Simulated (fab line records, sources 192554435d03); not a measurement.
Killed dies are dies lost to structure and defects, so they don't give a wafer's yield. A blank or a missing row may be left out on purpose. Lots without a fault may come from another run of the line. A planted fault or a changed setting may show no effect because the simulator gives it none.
Split-lot experiment | flow n5_finfet | 7 lots, 21 wafers read, on a route of 1938 steps

THE SPLIT
At N5_GATE_CUT_COAT_27 (time 60 s, resist thk 10 nm), the setting spin_rpm was moved away from the recipe's 1500 rpm on 10 of the 21 wafers read, by -10.5% to +11.0%. The other wafers ran this setting at the recipe's value.

FROM THE SPLIT TO THE READING: what the file shows between them, 3 steps
- N5_GATE_CUT_COAT_07: resist thk 30 nm
- N5_GATE_CUT_EBR_09
- N5_GATE_CUT_DESCUM_18: chemistry O2, time 7 s

THE READING
etch.depth_nm (the simulator's own value, which no gauge read), in nm, at N5_GATE_CUT_ETCH_28 (etches underlayer in N2/H2, target depth 13 nm, time 10.4 s). The file gives no usual value for it. The 11 wafers here that ran the recipe average 10.027 nm, standard deviation 0.039 nm.

wafer  | tool, chamber at the split | spin_rpm as run, rpm | against the recipe | etch.depth_nm, nm | against lot-mates on the recipe
L078.3 | litho_track-03, 0          | 1356                 | -9.6%              | 10.55             | +0.520
L078.4 | litho_track-03, 0          | 1500                 | recipe             | 10.03             | -
L078.6 | litho_track-03, 0          | 1356                 | -9.6%              | 10.59             | +0.560
L085.2 | litho_track-02, 0          | 1500                 | recipe             | 9.969             | -
L085.3 | litho_track-02, 0          | 1420                 | -5.3%              | 10.24             | +0.271
L085.5 | litho_track-02, 0          | 1420                 | -5.3%              | 10.29             | +0.321
L084.1 | litho_track-03, 0          | 1342                 | -10.5%             | 10.65             | +0.610
L084.3 | litho_track-03, 0          | 1500                 | recipe             | 10.04             | -
L084.5 | litho_track-03, 0          | 1342                 | -10.5%             | 10.61             | +0.570
L087.1 | litho_track-03, 0          | 1500                 | recipe             | 10.09             | -
L087.2 | litho_track-03, 0          | 1500                 | recipe             | 10.09             | -
L087.6 | litho_track-03, 0          | 1500                 | recipe             | 10.06             | -
L091.1 | litho_track-02, 0          | 1500                 | recipe             | 9.988             | -
L091.3 | litho_track-02, 0          | 1500                 | recipe             | 10.04             | -
L091.5 | litho_track-02, 0          | 1500                 | recipe             | 9.984             | -
L096.1 | litho_track-01, 0          | 1608                 | +7.2%              | 9.668             | no lot-mate on the recipe
L096.4 | litho_track-01, 0          | 1608                 | +7.2%              | 9.642             | no lot-mate on the recipe
L096.5 | litho_track-01, 0          | 1608                 | +7.2%              | 9.683             | no lot-mate on the recipe
L097.1 | litho_track-03, 0          | 1500                 | recipe             | 10                | -
L097.2 | litho_track-03, 0          | 1665                 | +11.0%             | 9.507             | -0.498
L097.4 | litho_track-03, 0          | 1500                 | recipe             | 10.01             | -

THE FIT
A straight line over all 21 wafers: etch.depth_nm changes by -0.0528 nm for each +1% of spin_rpm; r = -0.99; the points scatter about the line by 0.043 nm.
The same after taking each lot's own level away (the mean of its wafers on the recipe; 18 wafers): -0.0529 nm for each +1%; r = -1.00; scatter 0.029 nm.
On that fit, the largest move of spin_rpm shifts the reading by 0.58 nm.
The lots' own levels span 9.9690 to 10.0800 nm, that is 2.8 times the standard deviation above.
So the lot-to-lot level changes the slope little: the two slopes agree.
Check: with one of the wafers moved furthest among these (+11.0%) left out of the fit, the line predicts -0.617 nm for it against its lot-mates. It came out at -0.498 nm against them.

OTHER SPLITS ON THESE WAFERS
These wafers also went through other splits before the reading. Each is held against what the fit with the lots' levels taken away leaves over:
other split on the same wafers | wafers away from the commonest value | r with etch.depth_nm (lot level and that fit taken away)
N5_HKMG_FIN_PEB_47 peb_time_s  | 7                                    | -0.17
N5_GATE_CUT_ETCH_58 time_s     | 7                                    | -0.09

THE WHOLE CHAIN: every reading that the file lists as answering this split, in the file's order
step                | what it does                                                | reading                                                                                | change (the file's fit)                | r (the file's)
N5_GATE_CUT_COAT_27 | time 60 s, resist thk 10 nm                                 | underlayer_of_GATE_CUT_COAT_27.thk_nm (the simulator's own value, which no gauge read) | -0.0498 nm for each +1% of the setting | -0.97
N5_GATE_CUT_ETCH_28 | etches underlayer in N2/H2, target depth 13 nm, time 10.4 s | etch.depth_nm (the simulator's own value, which no gauge read)                         | -0.0525 nm for each +1% of the setting | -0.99

THE FILE'S OWN FIT
etch.depth_nm changes by -0.0525 nm for each +1% of spin_rpm, r = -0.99.
